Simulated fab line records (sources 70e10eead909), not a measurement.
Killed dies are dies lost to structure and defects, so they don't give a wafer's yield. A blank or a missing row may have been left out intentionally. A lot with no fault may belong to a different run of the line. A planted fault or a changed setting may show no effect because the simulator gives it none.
Chamber matching :: flow nand-harc :: 3 sister chambers for NHARC_P_M0_PRE_CLEAN_31 on pecvd-04
The step time 12 s. 14 wafers are shown with their chamber, then 7 later ones without.

== WAFERS PAIRED WITH THEIR CHAMBERS ==
wafer: L074.1
chamber: 0
heater-power-w (W): 738
susceptor-temp-C (C): 369.99

wafer: L074.3
chamber: 2
heater-power-w (W): 527
susceptor-temp-C (C): 369.99

wafer: L074.6
chamber: 2
heater-power-w (W): 529
susceptor-temp-C (C): 369.65

wafer: L078.2
chamber: 2
heater-power-w (W): 509
susceptor-temp-C (C): 369.96

wafer: L078.4
chamber: 1
heater-power-w (W): 677
susceptor-temp-C (C): 369.62

wafer: L078.5
chamber: 2
heater-power-w (W): 513
susceptor-temp-C (C): 369.94

wafer: L081.1
chamber: 1
heater-power-w (W): 788
susceptor-temp-C (C): 370.42

wafer: L081.3
chamber: 2
heater-power-w (W): 585
susceptor-temp-C (C): 369.82

wafer: L081.5
chamber: 1
heater-power-w (W): 759
susceptor-temp-C (C): 370.18

wafer: L089.1
chamber: 1
heater-power-w (W): 788
susceptor-temp-C (C): 370.37

wafer: L089.3
chamber: 0
heater-power-w (W): 618
susceptor-temp-C (C): 370.05

wafer: L089.6
chamber: 0
heater-power-w (W): 617
susceptor-temp-C (C): 370.14

wafer: L092.1
chamber: 2
heater-power-w (W): 617
susceptor-temp-C (C): 370.04

wafer: L092.3
chamber: 0
heater-power-w (W): 699
susceptor-temp-C (C): 369.85

SIGNATURES, as means of the wafers listed above
reading: heater-power-w
chamber 0: 668.00
chamber 1: 753.00
chamber 2: 546.67
scatter within a chamber: 51.2

reading: susceptor-temp-C
chamber 0: 370.0075
chamber 1: 370.1475
chamber 2: 369.9000
scatter within a chamber: 0.223
Rule: distance of a wafer from a chamber = root of the sum over the readings of ((wafer's reading minus chamber's mean) / reading's scatter) squared. The wafer belongs to the nearest chamber; if the next one is less than 2 further off, it can't be placed. The scatter: take each reading less its chamber's mean, square it, sum over the shown wafers, divide by the number of wafers less the number of chambers, and take the root.

== WAFERS WITHOUT THEIR CHAMBER ==
wafer: L092.4
heater-power-w (W): 673
susceptor-temp-C (C): 370.53

wafer: L094.1
heater-power-w (W): 522
susceptor-temp-C (C): 369.80

wafer: L094.2
heater-power-w (W): 701
susceptor-temp-C (C): 370.15

wafer: L094.4
heater-power-w (W): 695
susceptor-temp-C (C): 370.10

wafer: L096.2
heater-power-w (W): 611
susceptor-temp-C (C): 369.97

wafer: L096.5
heater-power-w (W): 722
susceptor-temp-C (C): 369.98

wafer: L096.6
heater-power-w (W): 683
susceptor-temp-C (C): 369.87

== EACH ONE'S CHAMBER ==
wafer: L092.4
from the rows above: can't be placed: 1 or 0 or 2
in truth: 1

wafer: L094.1
from the rows above: 2
in truth: 2

wafer: L094.2
from the rows above: can't be placed: 0 or 1
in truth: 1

wafer: L094.4
from the rows above: can't be placed: 0 or 1
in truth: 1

wafer: L096.2
from the rows above: can't be placed: 0 or 2 or 1
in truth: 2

wafer: L096.5
from the rows above: can't be placed: 1 or 0
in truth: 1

wafer: L096.6
from the rows above: can't be placed: 0 or 1 or 2
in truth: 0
1 of 7 placed correctly. Can't be placed from these rows: 6 (the true chamber is among the candidates in 6). 0 placed wrongly.
